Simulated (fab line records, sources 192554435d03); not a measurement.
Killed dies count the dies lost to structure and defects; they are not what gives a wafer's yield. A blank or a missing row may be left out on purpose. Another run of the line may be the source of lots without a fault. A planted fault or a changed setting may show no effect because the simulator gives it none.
Which tool is to blame? || flow n5-finfet || 12 lots, 36 wafers sampled, at 1 step of a route of 1938

== WHAT THE GAUGES READ, wafer by wafer ==
N5_BEOL_M4_INSPECT_13: inspects for defects (brightfield).
{"lot": "L075", "measured": "day 8 21:08", "on": "defect-inspect-02", "raw-defect-count": "337 385 389"}
{"lot": "L079", "measured": "day 9 01:46", "on": "defect-inspect-02", "raw-defect-count": "356 359 339"}
{"lot": "L078", "measured": "day 9 06:19", "on": "defect-inspect-01", "raw-defect-count": "471 506 623"}
{"lot": "L081", "measured": "day 9 16:55", "on": "defect-inspect-01", "raw-defect-count": "609 334 432"}
{"lot": "L082", "measured": "day 10 19:26", "on": "defect-inspect-02", "raw-defect-count": "388 548 323"}
{"lot": "L086", "measured": "day 11 05:14", "on": "defect-inspect-01", "raw-defect-count": "330 423 395"}
{"lot": "L087", "measured": "day 11 18:25", "on": "defect-inspect-01", "raw-defect-count": "393 365 373"}
{"lot": "L090", "measured": "day 12 13:31", "on": "defect-inspect-01", "raw-defect-count": "416 342 338"}
{"lot": "L089", "measured": "day 12 19:26", "on": "defect-inspect-02", "raw-defect-count": "339 325 241"}
{"lot": "L093", "measured": "day 13 00:09", "on": "defect-inspect-01", "raw-defect-count": "383 484 430"}
{"lot": "L096", "measured": "day 13 14:37", "on": "defect-inspect-02", "raw-defect-count": "384 409 350"}
{"lot": "L097", "measured": "day 14 18:47", "on": "defect-inspect-01", "raw-defect-count": "425 332 402"}

== WHICH TOOL RAN EACH LOT (tool, then ch and the chambers of the sampled wafers, then the start) ==
There is no process step in the record ahead of these readings.

== THE ANSWER, worked out from the rows above alone ==
Rule: the lots themselves supply what counts as usual. Put in order of their means at a reading, lots are off if they are a third of the lots or fewer, leave a main group of 4 or more, and stand apart from it by a gap of 3 or more times the standard deviation of the main group's means; of several such gaps the widest counts. A main group is skipped when, at the precision printed for the reading in the tables above, its means are all equal. Also off: a lot with no number at a reading for which 4 or more lots have one. Where the step has rows for the other lots, those lots are counted as sound.
No lot is off at any reading shown: from this, nothing can be told.

== WHAT THE SIMULATOR PUT IN ==
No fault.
